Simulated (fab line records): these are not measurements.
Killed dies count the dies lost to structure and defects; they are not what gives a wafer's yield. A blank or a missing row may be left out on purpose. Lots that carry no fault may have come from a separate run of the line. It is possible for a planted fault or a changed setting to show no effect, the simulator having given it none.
The tool behind it: which one? || flow nand-harc || 12 lots, 36 wafers sampled, at 5 steps of a route of 1302

== WHAT THE GAUGES SHOWED, per wafer ==
NHARC_END_SORT_01. Usual: defect-limited-yield is 91 % with standard deviation 3, killed-at-array is 56 with standard deviation 20, killed-at-other is 1 with standard deviation 1.3, killed-at-periphery is 3.5 with standard deviation 2.7, killed-dies is 60 with standard deviation 20, killed-open is 3.3 with standard deviation 1.6, and killed-short is 2.4 with standard deviation 1.5.
{"lot": "L430", "measured": "day 25 04:04", "on": "prober-02", "defect-limited-yield (%)": "87 87 90", "killed-at-array": "82 81 59", "killed-at-other": "0 0 0", "killed-at-periphery": "3 8 8", "killed-dies": "85 89 67", "killed-open": "5 2 2", "killed-short": "2 3 2", "flag": ""}
{"lot": "L436", "measured": "day 27 09:34", "on": "prober-01", "defect-limited-yield (%)": "90 90 92", "killed-at-array": "68 59 48", "killed-at-other": "1 6 1", "killed-at-periphery": "0 2 3", "killed-dies": "69 67 52", "killed-open": "3 2 4", "killed-short": "4 3 1", "flag": ""}
{"lot": "L439", "measured": "day 28 09:38", "on": "prober-01", "defect-limited-yield (%)": 90, "killed-at-array": 62, "killed-at-other": 0, "killed-at-periphery": 3, "killed-dies": 65, "killed-open": 4, "killed-short": 4, "flag": ""}
{"lot": "L441", "measured": "day 29 05:33", "on": "prober-01", "defect-limited-yield (%)": 86, "killed-at-array": 88, "killed-at-other": 0, "killed-at-periphery": 7, "killed-dies": 95, "killed-open": 3, "killed-short": 4, "flag": ""}
{"lot": "L444", "measured": "day 31 01:58", "on": "prober-02", "defect-limited-yield (%)": "75 84 80", "killed-at-array": "113 105 70", "killed-at-other": "58 0 67", "killed-at-periphery": "1 2 1", "killed-dies": "172 107 138", "killed-open": "3 4 4", "killed-short": "1 4 0", "flag": "OFF"}
{"lot": "L445", "measured": "day 31 01:58", "on": "prober-01", "defect-limited-yield (%)": "92 84 84", "killed-at-array": "53 44 42", "killed-at-other": "1 66 63", "killed-at-periphery": "1 1 3", "killed-dies": "55 111 108", "killed-open": "3 2 1", "killed-short": "2 5 3", "flag": "OFF"}

== EACH LOT AND THE TOOL THAT RAN IT (in order: tool; ch and the chambers of the sampled wafers; start) ==
{"lot": "L428", "NHARC_A_BONDPAD_ANNEAL_28": "rtp-anneal-01 ch 0, day 22 03:28", "NHARC_THIN_TSV_DEP_43": "pecvd-04 ch 0,1,2, day 22 16:36", "NHARC_THIN_TSV_ETCHBACK_48": "rie-diel-05 ch 0,1,3, day 22 19:43", "NHARC_THIN_TSV_ETCH_59": "rie-metal-01 ch 0,1, day 22 23:40"}
{"lot": "L429", "NHARC_A_BONDPAD_ANNEAL_28": "rtp-anneal-02 ch 0, day 23 07:23", "NHARC_THIN_TSV_DEP_43": "pecvd-02 ch 0,1, day 23 19:58", "NHARC_THIN_TSV_ETCHBACK_48": "rie-diel-03 ch 1,2,3, day 23 23:03", "NHARC_THIN_TSV_ETCH_59": "rie-metal-01 ch 0,1, day 24 02:59"}
{"lot": "L431", "NHARC_A_BONDPAD_ANNEAL_28": "rtp-anneal-01 ch 0, day 23 23:01", "NHARC_THIN_TSV_DEP_43": "pecvd-02 ch 0,1,2, day 24 11:19", "NHARC_THIN_TSV_ETCHBACK_48": "rie-diel-12 ch 2,3, day 24 14:19", "NHARC_THIN_TSV_ETCH_59": "rie-metal-03 ch 0,1, day 24 18:21"}
{"lot": "L430", "NHARC_A_BONDPAD_ANNEAL_28": "rtp-anneal-02 ch 0, day 23 23:54", "NHARC_THIN_TSV_DEP_43": "pecvd-01 ch 0,2, day 24 12:25", "NHARC_THIN_TSV_ETCHBACK_48": "rie-diel-12 ch 0,2,3, day 24 15:38", "NHARC_THIN_TSV_ETCH_59": "rie-metal-01 ch 0,1, day 24 19:33"}
{"lot": "L433", "NHARC_A_BONDPAD_ANNEAL_28": "rtp-anneal-01 ch 0, day 25 05:41", "NHARC_THIN_TSV_DEP_43": "pecvd-01 ch 0,1,2, day 25 18:13", "NHARC_THIN_TSV_ETCHBACK_48": "rie-diel-12 ch 0,3, day 25 21:24", "NHARC_THIN_TSV_ETCH_59": "rie-metal-03 ch 0,1, day 26 01:35"}
{"lot": "L435", "NHARC_A_BONDPAD_ANNEAL_28": "rtp-anneal-02 ch 0, day 25 20:55", "NHARC_THIN_TSV_DEP_43": "pecvd-02 ch 0,1,2, day 26 09:09", "NHARC_THIN_TSV_ETCHBACK_48": "rie-diel-05 ch 0,1,2, day 26 12:06", "NHARC_THIN_TSV_ETCH_59": "rie-metal-01 ch 0,1, day 26 15:56"}
{"lot": "L436", "NHARC_A_BONDPAD_ANNEAL_28": "rtp-anneal-01 ch 0, day 26 00:42", "NHARC_THIN_TSV_DEP_43": "pecvd-02 ch 0,2, day 26 13:36", "NHARC_THIN_TSV_ETCHBACK_48": "rie-diel-12 ch 0,2,3, day 26 16:38", "NHARC_THIN_TSV_ETCH_59": "rie-metal-03 ch 0,1, day 26 20:35"}
{"lot": "L439", "NHARC_A_BONDPAD_ANNEAL_28": "rtp-anneal-02 ch 0, day 27 01:32", "NHARC_THIN_TSV_DEP_43": "pecvd-01 ch 0,2, day 27 13:59", "NHARC_THIN_TSV_ETCHBACK_48": "rie-diel-12 ch 0,1,2, day 27 17:00", "NHARC_THIN_TSV_ETCH_59": "rie-metal-01 ch 0,1, day 27 21:00"}
{"lot": "L441", "NHARC_A_BONDPAD_ANNEAL_28": "rtp-anneal-01 ch 0, day 28 00:04", "NHARC_THIN_TSV_DEP_43": "pecvd-02 ch 1,2, day 28 13:49", "NHARC_THIN_TSV_ETCHBACK_48": "rie-diel-12 ch 0,1,3, day 28 16:53", "NHARC_THIN_TSV_ETCH_59": "rie-metal-01 ch 0,1, day 28 20:51"}
{"lot": "L444", "NHARC_A_BONDPAD_ANNEAL_28": "rtp-anneal-02 ch 0, day 29 19:13", "NHARC_THIN_TSV_DEP_43": "pecvd-02 ch 0,2, day 30 09:27", "NHARC_THIN_TSV_ETCHBACK_48": "rie-diel-03 ch 0,1,3, day 30 12:29", "NHARC_THIN_TSV_ETCH_59": "rie-metal-02 ch 0,1, day 30 16:31"}
{"lot": "L445", "NHARC_A_BONDPAD_ANNEAL_28": "rtp-anneal-02 ch 0, day 29 19:48", "NHARC_THIN_TSV_DEP_43": "pecvd-02 ch 1,2, day 30 10:37", "NHARC_THIN_TSV_ETCHBACK_48": "rie-diel-05 ch 0,1,2, day 30 13:52", "NHARC_THIN_TSV_ETCH_59": "rie-metal-03 ch 0,1, day 30 17:54"}
{"lot": "L451", "NHARC_A_BONDPAD_ANNEAL_28": "rtp-anneal-01 ch 0, day 32 05:29", "NHARC_THIN_TSV_DEP_43": "pecvd-04 ch 0,2, day 32 20:20", "NHARC_THIN_TSV_ETCHBACK_48": "rie-diel-03 ch 0,1,2, day 32 23:34", "NHARC_THIN_TSV_ETCH_59": "rie-metal-03 ch 0,1, day 33 03:35"}
- NHARC_A_BONDPAD_ANNEAL_28: time 90 s.
- NHARC_THIN_TSV_DEP_43: deposits SiO2, target thk 1328.5 nm.
- NHARC_THIN_TSV_ETCHBACK_48: etches the open film in C4F8/Ar, target depth 1028.5 nm, time 405.17 s.
- NHARC_THIN_TSV_ETCH_59: etches the open film in Cl2/BCl3, target depth 880 nm, time 138.1 s.

== AS READ BY THE TOOLS THEMSELVES (means over the sampled wafers that have a number; for cases with no such wafer, the mark the record gives instead) ==
NHARC_A_BONDPAD_ANNEAL_28. Usual: wafer_temp_C_max 226.08, standard deviation 0.29.
{"lot": "L428", "tool": "rtp-anneal-01", "wafer_temp_C_max": 225.99, "flag": ""}
{"lot": "L429", "tool": "rtp-anneal-02", "wafer_temp_C_max": 226.52, "flag": ""}
{"lot": "L431", "tool": "rtp-anneal-01", "wafer_temp_C_max": 225.95, "flag": ""}
{"lot": "L430", "tool": "rtp-anneal-02", "wafer_temp_C_max": 226.36, "flag": ""}
{"lot": "L433", "tool": "rtp-anneal-01", "wafer_temp_C_max": 226.00, "flag": ""}
{"lot": "L435", "tool": "rtp-anneal-02", "wafer_temp_C_max": 226.22, "flag": ""}
{"lot": "L436", "tool": "rtp-anneal-01", "wafer_temp_C_max": 225.85, "flag": ""}
{"lot": "L439", "tool": "rtp-anneal-02", "wafer_temp_C_max": 226.08, "flag": ""}
{"lot": "L441", "tool": "rtp-anneal-01", "wafer_temp_C_max": 225.91, "flag": ""}
{"lot": "L444", "tool": "rtp-anneal-02", "wafer_temp_C_max": 225.79, "flag": ""}
{"lot": "L445", "tool": "rtp-anneal-02", "wafer_temp_C_max": 226.31, "flag": ""}
{"lot": "L451", "tool": "rtp-anneal-01", "wafer_temp_C_max": 226.00, "flag": ""}

NHARC_THIN_TSV_DEP_43. Usual: mfc-precursor-sccm 161.5 sccm, standard deviation 0.47; rf-fwd-power-W 897.3 W, standard deviation 2.9; throttle-valve-pct 16.1 %, standard deviation 0.82.
{"lot": "L428", "tool": "pecvd-04", "mfc-precursor-sccm (sccm)": 161.4, "rf-fwd-power-W (W)": 897.2, "throttle-valve-pct (%)": 15.8, "flag": ""}
{"lot": "L429", "tool": "pecvd-02", "mfc-precursor-sccm (sccm)": 161.8, "rf-fwd-power-W (W)": 895.2, "throttle-valve-pct (%)": 15.5, "flag": ""}
{"lot": "L431", "tool": "pecvd-02", "mfc-precursor-sccm (sccm)": 161.9, "rf-fwd-power-W (W)": 897.3, "throttle-valve-pct (%)": 15.9, "flag": ""}
{"lot": "L430", "tool": "pecvd-01", "mfc-precursor-sccm (sccm)": 161.4, "rf-fwd-power-W (W)": 897.7, "throttle-valve-pct (%)": 15.8, "flag": ""}
{"lot": "L433", "tool": "pecvd-01", "mfc-precursor-sccm (sccm)": 161.7, "rf-fwd-power-W (W)": 897.1, "throttle-valve-pct (%)": 16.5, "flag": ""}
{"lot": "L435", "tool": "pecvd-02", "mfc-precursor-sccm (sccm)": 161.8, "rf-fwd-power-W (W)": 895.9, "throttle-valve-pct (%)": 15.6, "flag": ""}
{"lot": "L436", "tool": "pecvd-02", "mfc-precursor-sccm (sccm)": 161.5, "rf-fwd-power-W (W)": 897.9, "throttle-valve-pct (%)": 16.2, "flag": ""}
{"lot": "L439", "tool": "pecvd-01", "mfc-precursor-sccm (sccm)": 161.7, "rf-fwd-power-W (W)": 894.8, "throttle-valve-pct (%)": 16.1, "flag": ""}
{"lot": "L441", "tool": "pecvd-02", "mfc-precursor-sccm (sccm)": 161.7, "rf-fwd-power-W (W)": 897.5, "throttle-valve-pct (%)": 16.2, "flag": ""}
{"lot": "L444", "tool": "pecvd-02", "mfc-precursor-sccm (sccm)": 161.1, "rf-fwd-power-W (W)": 899.0, "throttle-valve-pct (%)": 16.3, "flag": ""}
{"lot": "L445", "tool": "pecvd-02", "mfc-precursor-sccm (sccm)": 161.2, "rf-fwd-power-W (W)": 899.8, "throttle-valve-pct (%)": 16.2, "flag": ""}
{"lot": "L451", "tool": "pecvd-04", "mfc-precursor-sccm (sccm)": 161.4, "rf-fwd-power-W (W)": 899.9, "throttle-valve-pct (%)": 17.0, "flag": ""}

NHARC_THIN_TSV_ETCHBACK_48. Usual: bias-w 299.9 W, standard deviation 0.91; oes-product-au 0.942 a.u., standard deviation 0.027; rf-fwd-power-W 598.8 W, standard deviation 2; rf-vpp-V 547.2 V, standard deviation 2.8.
{"lot": "L428", "tool": "rie-diel-05", "bias-w (W)": 299.8, "oes-product-au (a.u.)": 0.923, "rf-fwd-power-W (W)": 599.6, "rf-vpp-V (V)": 548.9, "flag": ""}
{"lot": "L429", "tool": "rie-diel-03", "bias-w (W)": 299.9, "oes-product-au (a.u.)": 0.996, "rf-fwd-power-W (W)": 599.7, "rf-vpp-V (V)": 548.3, "flag": ""}
{"lot": "L431", "tool": "rie-diel-12", "bias-w (W)": 301.0, "oes-product-au (a.u.)": 0.928, "rf-fwd-power-W (W)": 599.5, "rf-vpp-V (V)": 545.1, "flag": ""}
{"lot": "L430", "tool": "rie-diel-12", "bias-w (W)": 299.2, "oes-product-au (a.u.)": 0.920, "rf-fwd-power-W (W)": 599.5, "rf-vpp-V (V)": 545.7, "flag": ""}
{"lot": "L433", "tool": "rie-diel-12", "bias-w (W)": 301.6, "oes-product-au (a.u.)": 0.925, "rf-fwd-power-W (W)": 598.2, "rf-vpp-V (V)": 546.9, "flag": ""}
{"lot": "L435", "tool": "rie-diel-05", "bias-w (W)": 299.9, "oes-product-au (a.u.)": 0.993, "rf-fwd-power-W (W)": 595.0, "rf-vpp-V (V)": 547.3, "flag": ""}
{"lot": "L436", "tool": "rie-diel-12", "bias-w (W)": 300.6, "oes-product-au (a.u.)": 0.931, "rf-fwd-power-W (W)": 598.5, "rf-vpp-V (V)": 545.8, "flag": ""}
{"lot": "L439", "tool": "rie-diel-12", "bias-w (W)": 300.3, "oes-product-au (a.u.)": 0.977, "rf-fwd-power-W (W)": 598.8, "rf-vpp-V (V)": 545.7, "flag": ""}
{"lot": "L441", "tool": "rie-diel-12", "bias-w (W)": 300.1, "oes-product-au (a.u.)": 0.923, "rf-fwd-power-W (W)": 598.5, "rf-vpp-V (V)": 546.7, "flag": ""}
{"lot": "L444", "tool": "rie-diel-03", "bias-w (W)": 299.8, "oes-product-au (a.u.)": 0.927, "rf-fwd-power-W (W)": 598.5, "rf-vpp-V (V)": 550.4, "flag": ""}
{"lot": "L445", "tool": "rie-diel-05", "bias-w (W)": 299.7, "oes-product-au (a.u.)": 0.916, "rf-fwd-power-W (W)": 601.0, "rf-vpp-V (V)": 547.0, "flag": ""}
{"lot": "L451", "tool": "rie-diel-03", "bias-w (W)": 299.7, "oes-product-au (a.u.)": 0.935, "rf-fwd-power-W (W)": 596.8, "rf-vpp-V (V)": 550.5, "flag": ""}

NHARC_THIN_TSV_ETCH_59. Usual: bias-w 100.10 W, standard deviation 0.28; drypump-motor-current-A 5.8 A, standard deviation 0.39; oes-product-au 1.002 a.u., standard deviation 0.0082; rf-fwd-power-W 895 W, standard deviation 3.2; throttle-valve-pct 22.263 %, standard deviation 0.0098.
{"lot": "L428", "tool": "rie-metal-01", "bias-w (W)": 99.97, "drypump-motor-current-A (A)": 6.0, "oes-product-au (a.u.)": 0.992, "rf-fwd-power-W (W)": 896, "throttle-valve-pct (%)": 22.262, "flag": ""}
{"lot": "L429", "tool": "rie-metal-01", "bias-w (W)": 100.06, "drypump-motor-current-A (A)": 6.0, "oes-product-au (a.u.)": 0.989, "rf-fwd-power-W (W)": 896, "throttle-valve-pct (%)": 22.263, "flag": ""}
{"lot": "L431", "tool": "rie-metal-03", "bias-w (W)": 100.14, "drypump-motor-current-A (A)": 5.5, "oes-product-au (a.u.)": 0.999, "rf-fwd-power-W (W)": 897, "throttle-valve-pct (%)": 22.273, "flag": ""}
{"lot": "L430", "tool": "rie-metal-01", "bias-w (W)": 99.95, "drypump-motor-current-A (A)": 6.0, "oes-product-au (a.u.)": 0.995, "rf-fwd-power-W (W)": 892, "throttle-valve-pct (%)": 22.261, "flag": ""}
{"lot": "L433", "tool": "rie-metal-03", "bias-w (W)": 100.17, "drypump-motor-current-A (A)": 5.7, "oes-product-au (a.u.)": 1.001, "rf-fwd-power-W (W)": 893, "throttle-valve-pct (%)": 22.255, "flag": ""}
{"lot": "L435", "tool": "rie-metal-01", "bias-w (W)": 100.36, "drypump-motor-current-A (A)": 6.0, "oes-product-au (a.u.)": 1.000, "rf-fwd-power-W (W)": 894, "throttle-valve-pct (%)": 22.263, "flag": ""}
{"lot": "L436", "tool": "rie-metal-03", "bias-w (W)": 99.98, "drypump-motor-current-A (A)": 5.7, "oes-product-au (a.u.)": 1.006, "rf-fwd-power-W (W)": 892, "throttle-valve-pct (%)": 22.261, "flag": ""}
{"lot": "L439", "tool": "rie-metal-01", "bias-w (W)": 100.67, "drypump-motor-current-A (A)": 6.0, "oes-product-au (a.u.)": 1.008, "rf-fwd-power-W (W)": 894, "throttle-valve-pct (%)": 22.263, "flag": ""}
{"lot": "L441", "tool": "rie-metal-01", "bias-w (W)": 100.17, "drypump-motor-current-A (A)": 6.0, "oes-product-au (a.u.)": 0.998, "rf-fwd-power-W (W)": 896, "throttle-valve-pct (%)": 22.268, "flag": ""}
{"lot": "L444", "tool": "rie-metal-02", "bias-w (W)": 100.17, "drypump-motor-current-A (A)": 5.7, "oes-product-au (a.u.)": 1.010, "rf-fwd-power-W (W)": 897, "throttle-valve-pct (%)": 22.259, "flag": ""}
{"lot": "L445", "tool": "rie-metal-03", "bias-w (W)": 100.33, "drypump-motor-current-A (A)": 5.5, "oes-product-au (a.u.)": 1.000, "rf-fwd-power-W (W)": 894, "throttle-valve-pct (%)": 22.267, "flag": ""}
{"lot": "L451", "tool": "rie-metal-03", "bias-w (W)": 100.22, "drypump-motor-current-A (A)": 5.7, "oes-product-au (a.u.)": 1.003, "rf-fwd-power-W (W)": 898, "throttle-valve-pct (%)": 22.260, "flag": ""}

== THE ANSWER, worked out from the rows above alone ==
Rule: a lot counts as off when the mean over its wafers that have a number is more than 3 standard deviations away from the usual mean. Also off: a lot with no number at a reading for which 4 or more lots have one. Any other lot the step has rows for is counted as sound. Order of review: gauges by route order, followed by the tools' own readings, for which a lot's mean as printed above is used. At the first step where some lot is off, the reading lying furthest off is the one used; lots without a number count as furthest.
Off: L444, L445, at NHARC_END_SORT_01 (killed-at-other). Neither off nor sound, because the step has no rows for them: L428, L429, L431, L433, L435, L451.
A tool fits if, at a process step before that reading, it ran every lot that is off, and no sound lot after the first of them. Gauges at NHARC_END_SORT_01: tried the same way as those tools. This does not decide it: 2 tools fit, namely rtp-anneal-02 at NHARC_A_BONDPAD_ANNEAL_28 and pecvd-02 at NHARC_THIN_TSV_DEP_43.

== WHAT HAD BEEN PUT IN BY THE SIMULATOR ==
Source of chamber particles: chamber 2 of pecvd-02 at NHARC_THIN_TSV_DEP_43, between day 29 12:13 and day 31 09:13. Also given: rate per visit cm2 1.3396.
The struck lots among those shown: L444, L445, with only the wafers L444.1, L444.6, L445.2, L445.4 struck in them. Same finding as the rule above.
